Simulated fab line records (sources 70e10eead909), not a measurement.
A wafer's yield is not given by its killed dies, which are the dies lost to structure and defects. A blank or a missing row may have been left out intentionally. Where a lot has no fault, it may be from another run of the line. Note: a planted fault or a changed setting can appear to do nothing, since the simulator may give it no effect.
fab line records	flow nand_harc
record: lots: 12	wafers: 36	last_day: 25
route steps=1159 shown A_CONTACT@960 A_BLC@972 END@1159
lots that met no fault: from a run of the same line without faults
start_h: the number of hours between the record's first day and the start of the first shown wafer of the lot	wait_h: hours from the lot's prior step to this one	" as in the row above	L1.1+2: a row that stands for several wafers	- no value, or no start given	* or withheld: withheld	< > ~ a bound
route shown NAME@n: NAME is a module with steps in the file, n the number in the route of the first one	usual: mean and standard deviation over wafers with no fault	same: alike in all rows	chamber/n: place in a boat	sites: the reading at each site	_std_site: how widely they spread, as a standard deviation	_edge_site: inner sites' mean taken away from outer sites' mean	radius_mm: how far each site lies from the wafer's centre	mask NAME#n: copy n	behind: tool/chamber where the wafer was last shaped	hold: what put the lot on hold/how long, in hours/how the hold closed	device: whichever transistor did not switch (one of n, p or np)	end of line: the route-end tests of the same wafers	a step with no rows: only its recipe	killed: the dies lost at the first sort to structure and to defects; this is not the yield of the wafer	map: shows each die of a wafer: x if killed, . if not, _ if none is there
set.NAME: setting as actually run; set.NAME@STEP: the setting as run at that earlier step	model.NAME: the simulator's own value behind a step, which no gauge read
route steps across a sampled set of lots; one table per step, one row per wafer
services: a tool's chamber out of use, with start hour (start_h, from the record's first day; less than 0 if before it), hours out, and reason
== steps ==
step: NHARC_A_CONTACT_CMP_20
recipe: t_overpolish_s: 30	target_thk_nm: 300
usual: motor_current_A: 12.3/0.98	overpolish_run_s: 30.000/0.009	slurry_filter_dp_kPa: 13.49/0.15	time_to_endpoint_s: 61/3.4
same: t_overpolish_s: 30
lot.wafer	tool	chamber	start_h	wait_h	motor_current_A	overpolish_run_s	slurry_filter_dp_kPa	time_to_endpoint_s
L932.3	cmp-03	3	397.00	0.4	13.6	29.996	13.47	58
L932.2	"	0	"	"	12.4	29.995	13.50	62
L932.1	"	1	"	"	12.6	29.991	13.65	60
L933.3	cmp-01	1	397.19	0.5	11.2	29.996	13.32	61
L933.1	"	3	"	"	13.3	30.003	13.27	54
L933.5	"	1	"	"	11.6	29.994	13.38	64
L935.4	cmp-01	0	406.11	0.7	11.7	29.986	13.56	59
L935.2	"	1	"	"	11.3	29.993	13.47	65
L935.5	"	2	"	"	11.3	29.998	13.58	56
L934.4	cmp-01	0	406.51	0.5	11.3	30.019	13.35	63
L934.2	"	1	"	"	11.7	29.991	13.74	64
L934.6	"	3	"	"	13.1	29.986	13.35	55
L936.4	cmp-04	3	417.13	0.5	12.1	29.999	13.39	55
L936.2	"	0	"	"	10.5	29.999	13.48	60
L936.5	"	3	"	"	12.0	29.996	13.41	58
L943.3	cmp-01	0	460.24	0.5	11.7	29.989	13.44	60
L943.1	"	3	"	"	12.9	30.010	13.19	57
L943.6	"	0	"	"	11.8	29.995	13.17	61
L945.2	cmp-04	0	461.52	0.6	11.1	29.984	13.27	62
L945.3	"	1	"	"	11.9	29.994	13.60	65
L945.4	"	2	"	"	14.8	29.992	13.43	60
L951.1	cmp-04	3	496.26	0.7	11.9	30.005	13.24	57
L951.4	"	0	"	"	11.3	30.007	13.63	57
L951.3	"	1	"	"	12.0	30.002	13.35	65
L953.2	cmp-03	1	498.90	0.6	11.7	30.013	13.42	59
L953.4	"	0	"	"	12.4	30.003	13.37	62
L953.6	"	2	"	"	12.4	29.999	13.81	62
L952.1	cmp-03	3	499.32	0.6	13.7	30.006	13.36	58
L952.2	"	0	"	"	12.4	30.001	13.61	63
L952.5	"	0	"	"	12.5	29.988	13.40	63
L954.3	cmp-01	0	515.86	0.6	11.8	30.007	13.55	63
L954.1	"	1	"	"	11.1	29.999	13.31	69
L954.2	"	2	"	"	11.4	29.993	13.68	62
L955.4	cmp-01	2	547.93	0.4	12.0	29.987	13.74	58
L955.2	"	3	"	"	13.7	30.008	13.50	61
L955.6	"	1	"	"	12.1	29.998	13.54	69
step: NHARC_A_BLC_PEB_08
recipe: peb_temp_c: 100	peb_time_s: 65
lot.wafer	tool	chamber	start_h	wait_h
L932.1+2+3	litho_track-04	0	397.71	0.1
L933.1+3+5	litho_track-06	0	398.00	0.1
L935.2+4+5	litho_track-06	0	406.90	0.1
L934.2+4+6	litho_track-01	0	407.32	0.1
L936.2+4+5	litho_track-06	0	417.81	0.1
L943.1+3+6	litho_track-06	0	461.08	0.1
L945.2+3+4	litho_track-06	0	462.23	0.1
L951.1+3+4	litho_track-01	0	497.06	0.1
L953.2+4+6	litho_track-04	0	499.61	0.1
L952.1+2+5	litho_track-04	0	500.15	0.1
L954.1+2+3	litho_track-01	0	516.67	0.1
L955.2+4+6	litho_track-06	0	548.72	0.1
step: NHARC_A_BLC_CD_MEAS_10
recipe: target_cd_nm: 100	landing_energy_ev: 500
usual: cd_nm: 100.2/0.47
lot.wafer	tool	chamber	start_h	wait_h	cd_nm
L932.1	cd_sem-01	0	397.78	-	99.8
L932.2	"	0	"	"	100.3
L932.3	"	0	"	"	100.5
L933.1	cd_sem-03	0	398.07	-	100.1
L933.3	"	0	"	"	100.9
L933.5	"	0	"	"	100.4
L935.2	cd_sem-02	0	406.98	-	100.0
L935.4	"	0	"	"	100.2
L935.5	"	0	"	"	100.2
L934.2	cd_sem-01	0	407.41	-	100.0
L934.4	"	0	"	"	100.3
L934.6	"	0	"	"	100.3
L936.2	cd_sem-03	0	417.89	-	99.9
L936.4	"	0	"	"	99.0
L936.5	"	0	"	"	99.6
L943.1	cd_sem-02	0	461.16	-	99.5
L943.3	"	0	"	"	107.8
L943.6	"	0	"	"	100.3
L945.2	cd_sem-02	0	462.31	-	106.7
L945.3	"	0	"	"	107.1
L945.4	"	0	"	"	100.0
L951.1	cd_sem-02	0	497.14	-	99.9
L951.3	"	0	"	"	100.0
L951.4	"	0	"	"	99.5
L953.2	cd_sem-02	0	499.69	-	100.0
L953.4	"	0	"	"	100.4
L953.6	"	0	"	"	100.6
L952.1	cd_sem-03	0	500.23	-	100.8
L952.2	"	0	"	"	99.8
L952.5	"	0	"	"	100.3
L954.1	cd_sem-03	0	516.75	-	100.5
L954.2	"	0	"	"	99.9
L954.3	"	0	"	"	99.7
L955.2	cd_sem-03	0	548.80	-	100.0
L955.4	"	0	"	"	100.7
L955.6	"	0	"	"	99.6
step: NHARC_A_BLC_INSPECT_12
usual: raw_defect_count: 28/15
lot.wafer	tool	chamber	start_h	wait_h	raw_defect_count
L932.1	defect_inspect-01	-	397.91	0.0	15
L932.2	"	-	"	"	32
L932.3	"	-	"	"	26
L933.1	defect_inspect-01	-	398.20	0.0	15
L933.3	"	-	"	"	12
L933.5	"	-	"	"	18
L935.2	defect_inspect-01	-	407.10	0.0	24
L935.4	"	-	"	"	25
L935.5	"	-	"	"	24
L934.2	defect_inspect-01	-	407.53	0.0	10
L934.4	"	-	"	"	9
L934.6	"	-	"	"	12
L936.2	defect_inspect-02	-	418.01	0.0	18
L936.4	"	-	"	"	9
L936.5	"	-	"	"	12
L943.1	defect_inspect-01	-	461.28	0.0	42
L943.3	"	-	"	"	62
L943.6	"	-	"	"	50
L945.2	defect_inspect-01	-	462.43	0.0	17
L945.3	"	-	"	"	18
L945.4	"	-	"	"	12
L951.1	defect_inspect-01	-	497.28	0.0	41
L951.3	"	-	"	"	49
L951.4	"	-	"	"	38
L953.2	defect_inspect-02	-	499.81	0.0	54
L953.4	"	-	"	"	45
L953.6	"	-	"	"	53
L952.1	defect_inspect-01	-	500.36	0.0	12
L952.2	"	-	"	"	26
L952.5	"	-	"	"	20
L954.1	defect_inspect-01	-	516.87	0.0	17
L954.2	"	-	"	"	23
L954.3	"	-	"	"	23
L955.2	defect_inspect-01	-	548.92	0.0	39
L955.4	"	-	"	"	53
L955.6	"	-	"	"	45
step: NHARC_A_BLC_DESCUM_15
recipe: time_s: 3	o2_flow_sccm: 200	ar_flow_sccm: 0	bias_power_w: 0	chemistry: O2
usual: drypump_motor_current_A: 5.7/0.42	oes_product_au: 1.000/0.011	rf_vpp_V: 57.9/0.99	showerhead_plenum_p_Torr: 1.92/0.094	throttle_valve_pct: 11.312/0.0089
lot.wafer	tool	chamber	start_h	wait_h	drypump_motor_current_A	oes_product_au	rf_hours_counter_h	rf_vpp_V	showerhead_plenum_p_Torr	throttle_valve_pct
L932.2	rie_diel-09	2	397.97	0.1	5.4	1.009	13	57.2	1.80	11.317
L932.1	"	3	"	"	6.0	0.998	13	59.0	1.84	11.300
L932.3	"	0	"	"	6.4	0.996	13	56.3	1.81	11.331
L933.3	rie_diel-04	3	398.26	0.1	6.1	0.989	34	56.1	1.98	11.301
L933.1	"	0	"	"	6.1	0.985	35	57.8	1.92	11.311
L933.5	"	0	"	"	6.1	0.981	-	56.8	1.92	11.316
L935.2	rie_diel-09	0	407.16	0.1	6.3	1.001	14	57.0	1.81	11.315
L935.4	"	2	"	"	5.4	1.017	14	56.3	1.80	11.304
L935.5	"	1	"	"	4.9	1.006	-	59.6	2.00	11.320
L934.2	rie_diel-03	3	407.59	0.1	5.9	1.003	0	58.2	2.05	11.294
L934.4	"	2	"	"	5.3	1.016	0	58.9	1.95	11.306
L934.6	"	3	"	"	5.9	1.002	-	58.9	2.05	11.307
L936.2	rie_diel-03	2	418.09	0.1	5.3	0.997	2	57.1	1.95	11.305
L936.4	"	3	"	"	5.9	0.997	1	58.0	2.05	11.308
L936.5	"	1	"	"	5.4	1.006	-	58.0	2.03	11.312
L943.3	rie_diel-09	3	461.34	0.1	6.0	0.984	3	58.4	1.84	11.307
L943.1	"	0	"	"	6.4	0.998	3	56.8	1.80	11.309
L943.6	"	0	"	"	6.3	0.995	-	57.7	1.80	11.307
L945.4	rie_diel-09	0	462.49	0.1	6.4	0.991	3	58.5	1.80	11.319
L945.2	"	1	"	"	4.9	0.994	3	58.0	1.99	11.325
L945.3	"	2	"	"	5.5	0.981	3	57.7	1.80	11.330
L951.1	rie_diel-09	1	497.34	0.1	4.9	0.989	7	58.5	1.99	11.319
L951.4	"	3	"	"	6.0	0.988	6	57.3	1.84	11.324
L951.3	"	0	"	"	6.3	0.999	6	57.4	1.80	11.314
L953.4	rie_diel-03	0	499.87	0.1	6.0	1.017	12	58.5	1.86	11.313
L953.2	"	3	"	"	5.9	1.005	12	58.1	2.05	11.300
L953.6	"	1	"	"	5.4	1.002	-	59.7	2.02	11.315
L952.1	rie_diel-09	2	500.43	0.1	5.4	0.975	7	57.6	1.80	11.315
L952.2	"	0	"	"	6.3	0.997	6	58.2	1.80	11.304
L952.5	"	1	"	"	4.9	0.987	-	59.8	1.99	11.312
L954.3	rie_diel-03	3	516.98	0.1	5.9	0.998	14	57.6	2.05	11.312
L954.1	"	0	"	"	6.0	1.008	14	57.3	1.86	11.321
L954.2	"	1	"	"	5.4	0.994	14	59.0	2.02	11.305
L955.2	rie_diel-03	1	548.98	0.1	5.4	0.997	17	58.9	2.02	11.320
L955.4	"	3	"	"	5.9	1.004	17	58.9	2.04	11.313
L955.6	"	1	"	"	5.4	1.004	-	58.6	2.02	11.334
step: NHARC_END_SORT_01
recipe: temp_c: 25
usual: killed_at_array: 26/10	killed_at_other: 0.8/1.1	killed_at_periphery: 3.3/2.6	killed_dies: 30/11	killed_open: 3.4/1.8	killed_short: 2.0/1.3
same: gross_dies: 677
lot.wafer	tool	chamber	start_h	wait_h	killed_at_array	killed_at_other	killed_at_periphery	killed_dies	killed_open	killed_short
L932.1	prober-01	0	447.86	2.5	17	1	3	21	1	1
L932.2	prober-01	0	448.66	2.8	27	1	1	29	3	2
L932.3	prober-01	0	449.46	3.1	28	3	3	34	3	3
L933.1	prober-02	0	448.94	2.5	18	1	3	22	5	0
L933.3	prober-02	0	450.56	3.1	12	1	3	16	2	2
L933.5	prober-02	0	452.17	3.7	16	2	2	20	0	3
L943.1	prober-01	0	514.63	2.5	31	1	1	33	6	2
L943.3	prober-01	0	516.23	3.1	47	0	2	49	3	2
L943.6	prober-01	0	518.63	4.0	35	0	2	37	3	3
L945.2	prober-02	0	515.48	2.8	20	0	1	21	4	1
L951.1	prober-01	0	548.30	2.5	31	2	2	35	3	1
L951.3	prober-01	0	549.90	3.1	35	2	2	39	2	1
L951.4	prober-01	0	550.71	3.4	35	1	0	36	4	2
L953.2	prober-02	0	556.94	2.8	32	0	6	38	2	2
L953.4	prober-02	0	558.52	3.4	29	1	4	34	7	1
L953.6	prober-02	0	560.11	4.0	39	0	4	43	1	2
L954.1	prober-01	0	563.90	2.5	19	0	10	29	4	0
L954.2	prober-01	0	564.71	2.8	23	0	12	35	2	2
L954.3	prober-01	0	565.51	3.1	20	0	13	33	4	3
killed by level:class
L932.1 A_SLIT:chamber_film_flake=6 A_CHANNEL_HOLE_D1:chamber_film_flake=3 A_WL_FILL:chamber_film_flake=3 P_ZERO_WELL:chamber_film_flake=2 A_STAIRCASE:chamber_film_flake=2 A_CHANNEL_FILL_D1:geometric_particle:short=1 A_M0:geometric_particle:open=1 P_GATE:chamber_film_flake=1
L932.2 A_SLIT:chamber_film_flake=11 A_STAIRCASE:chamber_film_flake=4 A_ZERO_WELL:chamber_film_flake=3 A_CHANNEL_HOLE_D1:chamber_film_flake=2 A_WL_FILL:chamber_film_flake=2 A_WL_FILL:geometric_particle:short=1 A_CONTACT:geometric_particle:open=1 A_CONTACT:geometric_particle:short=1
L933.1 A_STAIRCASE:chamber_film_flake=6 A_CHANNEL_HOLE_D1:chamber_film_flake=3 A_CONTACT:chamber_film_flake=3 A_M1:geometric_particle:open=2 A_SLIT:chamber_film_flake=2 P_M2:geometric_particle:open=1 A_CHANNEL_FILL_D1:geometric_particle:open=1 STARTING-WAFER:geometric_particle:open=1
L932.3 A_SLIT:chamber_film_flake=9 A_STAIRCASE:chamber_film_flake=7 A_CHANNEL_HOLE_D1:chamber_film_flake=3 THIN_TSV:chamber_film_flake=3 P_ZERO_WELL:chamber_film_flake=2 A_WL_FILL:chamber_film_flake=2 A_CONTACT:chamber_film_flake=2 P_M2:geometric_particle:short=1
L933.3 A_CHANNEL_HOLE_D1:chamber_film_flake=4 A_STAIRCASE:chamber_film_flake=3 A_SLIT:chamber_film_flake=2 P_ZERO_WELL:geometric_particle:open=1 P_CONTACT:geometric_particle:open=1 A_ONON_D1:geometric_particle:short=1 A_WL_FILL:geometric_particle:short=1 P_STI:chamber_film_flake=1
L933.5 A_STAIRCASE:chamber_film_flake=5 A_ZERO_WELL:chamber_film_flake=3 A_CHANNEL_HOLE_D1:chamber_film_flake=2 A_SLIT:chamber_film_flake=2 A_CONTACT:chamber_film_flake=2 A_CHANNEL_FILL_D1:geometric_particle:short=1 A_SGD_CUT:geometric_particle:short=1 P_STI:chamber_film_flake=1
L943.1 A_SLIT:chamber_film_flake=14 A_CHANNEL_HOLE_D1:chamber_film_flake=4 A_CONTACT:geometric_particle:open=3 A_STAIRCASE:chamber_film_flake=3 A_BLC:geometric_particle:open=2 A_CONTACT:chamber_film_flake=2 P_M2:geometric_particle:short=1 A_ONON_D1:geometric_particle:short=1
L945.2 A_CHANNEL_HOLE_D1:chamber_film_flake=8 A_STAIRCASE:chamber_film_flake=3 A_CONTACT:chamber_film_flake=2 P_CONTACT:geometric_particle:open=1 A_SOURCE_PLATE:geometric_particle:open=1 A_SGD_CUT:geometric_particle:open=1 A_SGD_CUT:geometric_particle:short=1 A_CONTACT:geometric_particle:open=1
L943.3 A_SLIT:chamber_film_flake=16 A_CHANNEL_HOLE_D1:chamber_film_flake=15 A_CONTACT:chamber_film_flake=9 A_ZERO_WELL:chamber_film_flake=2 A_STAIRCASE:chamber_film_flake=2 P_CONTACT:geometric_particle:short=1 P_M0:geometric_particle:open=1 A_ONON_D1:geometric_particle:open=1
L943.6 A_CHANNEL_HOLE_D1:chamber_film_flake=15 A_SLIT:chamber_film_flake=10 A_CONTACT:chamber_film_flake=4 A_STAIRCASE:chamber_film_flake=2 P_M0:geometric_particle:open=1 P_M1:geometric_particle:short=1 A_ONON_D1:geometric_particle:open=1 A_ONON_D1:geometric_particle:short=1
L951.1 A_SLIT:chamber_film_flake=17 A_CHANNEL_HOLE_D1:chamber_film_flake=7 P_GATE:chamber_film_flake=2 A_STAIRCASE:chamber_film_flake=2 THIN_TSV:chamber_film_flake=2 A_ONON_D1:geometric_particle:open=1 A_SLIT:geometric_particle:short=1 A_BLC:geometric_particle:open=1
L951.3 A_SLIT:chamber_film_flake=18 A_CHANNEL_HOLE_D1:chamber_film_flake=8 A_CONTACT:chamber_film_flake=4 A_STAIRCASE:chamber_film_flake=3 P_M1:geometric_particle:open=1 A_WL_FILL:geometric_particle:open=1 P_STI:chamber_film_flake=1 STARTING-WAFER:geometric_particle:short=1
L951.4 A_SLIT:chamber_film_flake=16 A_CHANNEL_HOLE_D1:chamber_film_flake=13 A_CONTACT:geometric_particle:open=2 A_SGD_CUT:geometric_particle:open=1 A_WL_FILL:geometric_particle:short=1 A_BLC:geometric_particle:open=1 A_M1:geometric_particle:short=1 THIN_TSV:chamber_film_flake=1
L953.2 A_SLIT:chamber_film_flake=14 A_CHANNEL_HOLE_D1:chamber_film_flake=10 P_STI:chamber_film_flake=5 A_CONTACT:chamber_film_flake=4 P_M0:geometric_particle:short=1 A_SOURCE_PLATE:geometric_particle:open=1 A_CONTACT:geometric_particle:short=1 A_M1:geometric_particle:open=1
L953.4 A_SLIT:chamber_film_flake=15 A_CHANNEL_HOLE_D1:chamber_film_flake=6 A_CONTACT:geometric_particle:open=2 A_M0:geometric_particle:open=2 P_STI:chamber_film_flake=2 P_STI:geometric_particle:open=1 A_SOURCE_PLATE:geometric_particle:short=1 A_WL_FILL:geometric_particle:open=1
L953.6 A_SLIT:chamber_film_flake=18 A_CHANNEL_HOLE_D1:chamber_film_flake=17 P_STI:chamber_film_flake=3 A_STAIRCASE:chamber_film_flake=2 P_CONTACT:geometric_particle:short=1 A_STAIRCASE:geometric_particle:open=1 A_CONTACT:geometric_particle:short=1
L954.1 A_CHANNEL_HOLE_D1:chamber_film_flake=6 P_M0:chamber_film_flake=4 A_WL_FILL:chamber_film_flake=4 P_BONDPAD:chamber_film_flake=3 A_SGD_CUT:geometric_particle:open=2 P_ZERO_WELL:chamber_film_flake=2 A_STAIRCASE:chamber_film_flake=2 A_CONTACT:chamber_film_flake=2
L954.2 A_CHANNEL_HOLE_D1:chamber_film_flake=11 P_M0:chamber_film_flake=7 A_CONTACT:chamber_film_flake=4 A_SGD_CUT:chamber_film_flake=3 P_CONTACT:geometric_particle:open=2 P_BONDPAD:chamber_film_flake=2 A_WL_FILL:chamber_film_flake=2 A_SGD_CUT:geometric_particle:short=1
L954.3 A_CHANNEL_HOLE_D1:chamber_film_flake=14 P_M0:chamber_film_flake=5 P_BONDPAD:chamber_film_flake=3 P_STI:chamber_film_flake=2 P_STI:geometric_particle:short=1 P_M0:geometric_particle:open=1 A_ONON_D1:geometric_particle:open=1 A_SGD_CUT:geometric_particle:short=1
== services ==
tool	chamber	start_h	hours	kind
cmp-03	-	373.21	0.7	repair
cmp-01	-	375.74	4.0	pm
rie_diel-09	-	385.67	0.6	repair
rie_diel-03	-	392.30	9.0	pm
cmp-03	-	398.86	11.7	repair
cmp-04	-	399.17	4.0	pm
rie_diel-03	2	430.71	8.0	repair
rie_diel-09	-	431.10	9.0	pm
cmp-04	-	431.47	1.5	repair
litho_track-01	-	443.00	7.0	pm
cmp-03	-	450.18	4.0	pm
rie_diel-03	1	465.57	1.6	repair
litho_track-06	-	467.00	7.0	pm
rie_diel-04	-	467.01	9.0	pm
cmp-01	-	473.74	4.0	pm
cmp-03	-	476.97	2.1	repair
litho_track-04	-	491.00	7.0	pm
rie_diel-04	0	494.21	23.0	repair
cmp-04	-	497.17	4.0	pm
cmp-03	-	517.21	2.7	repair
rie_diel-03	-	535.37	0.4	repair
cmp-03	-	542.60	1.1	repair
cmp-03	-	544.50	1.5	repair
cmp-03	-	548.18	4.0	pm
== key ==
first_sign: step: NHARC_A_BLC_CD_MEAS_10	reading: cd_nm	direction: up	sigmas: 15	usual: 100.2	struck: 107.2
effect none on later readings
met_at NHARC_A_BLC_PEB_08
struck_lots L943,L945
struck_wafers L943.3,L945.2,L945.3
tester_left_out L943,L945
not_acting_at NHARC_A_CONTACT_CMP_20,NHARC_A_BLC_INSPECT_12,NHARC_A_BLC_DESCUM_15
onset_between 417.81 461.08
fault: kind: process_parameter_drift	tool: litho_track-06	chamber: -	onset_h: 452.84	steps: NHARC_A_BLC_PEB_08	channel: peb_time_s	offset: *	shape: step	end_h: 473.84	scope: struck_wafers_only	acts_in: *	stated: *
tester_left_out: of these lots the tester's yield and bins aren't shown, on N5 and GAA mostly nor the transistor test; their killed dies are dies lost to structure and defects alone, not to doping, threshold or leakage, so they don't give the yield
